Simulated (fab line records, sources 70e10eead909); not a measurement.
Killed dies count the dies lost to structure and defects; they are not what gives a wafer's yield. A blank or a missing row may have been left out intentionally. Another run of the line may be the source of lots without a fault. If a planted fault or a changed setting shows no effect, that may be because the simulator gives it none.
A struck lot beside a sound one / flow nand_harc / 13 out of 1302 route steps
Sound: wafers L760.1, L760.2, L760.6. Struck: wafers L762.1, L762.3, L762.6. The cause is named last.
Order at every step that has rows: each side's tool, ch and its chambers, its first start. Under that, the readings that differ: sound wafers / struck wafers / difference of the means / sigmas: that difference in standard deviations of wafers without a fault.
alike: same words and numbers on both sides, and readings whose means sit less than 2 such deviations apart. not compared: any withheld reading, any reading some wafer has no value for, any bound like >300 that may hide the same value, and any number with overlapping values for which the record gives no deviation.
The two part at a step that has a row with sigmas, a row that says differs or no value, or rows on one side only. Non-overlapping numbers with no deviation appear without sigmas and do not part them. A reading that every wafer of one side lacks parts them only if that side has two wafers or more.

NHARC_A_STAIRCASE_TRIM_202: chemistry O2, time 211.2 s.
  sound: rie_diel-09 ch 0,3; struck: rie_diel-08 ch 0,2
  alike: drypump_motor_current_A, oes_product_au, rf_vpp_V, showerhead_plenum_p_Torr, throttle_valve_pct
  not compared: rf_hours_counter_h
NHARC_A_STAIRCASE_ETCH_203: etches the open film in C4F8/O2, target depth 100 nm, time 40.5 s.
  sound: rie_diel-09 ch 0,1; struck: rie_diel-08 ch 0,3
  alike: oes_product_au, rf_vpp_V
  not compared: rf_hours_counter_h
NHARC_A_STAIRCASE_STRIP_205: strips in O2.
  sound on plasma_asher-02 ch 0,1, day 18 01:10; struck on plasma_asher-01 ch 0,1, day 19 17:16
  alike: drypump_motor_current_A, heater_power_w
  not compared: rf_hours_counter_h
then, 8 steps without rows for these wafers: NHARC_A_STAIRCASE_STRIP_206 (strips in SPM, time 900 s); NHARC_A_STAIRCASE_PRECLEAN_207 (cleans in SC1); NHARC_A_STAIRCASE_SRD_208; NHARC_A_STAIRCASE_DEHYDRATE_209 (time 120 s); NHARC_A_STAIRCASE_HMDS_210 (time 30 s); NHARC_A_STAIRCASE_COAT_211; NHARC_A_STAIRCASE_SOFTBAKE_212 (time 170 s); NHARC_A_STAIRCASE_EBR_213.
NHARC_A_STAIRCASE_EXPOSE_214: exposes mask STAIR 3.
  sound on krf_scanner-02 ch 0, day 18 02:11; struck on krf_scanner-02 ch 0, day 19 18:22
reading=exposure_dose_mJ_cm2; sound=31.29 31.24 31.25; struck=32.01 32.05 32.00; difference=+0.76; sigmas=+25
  alike: mask, reticle_temp_C
then, 1 step without rows for these wafers: NHARC_A_STAIRCASE_PEB_215 (peb time 130 s).

== WHERE THEY PART ==
Only at NHARC_A_STAIRCASE_EXPOSE_214, within this record.

WHY: the cause the simulator had injected
Drift in process parameters on krf_scanner-02 at NHARC_A_STAIRCASE_EXPOSE_214, starting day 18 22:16. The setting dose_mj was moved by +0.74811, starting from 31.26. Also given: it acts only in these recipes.
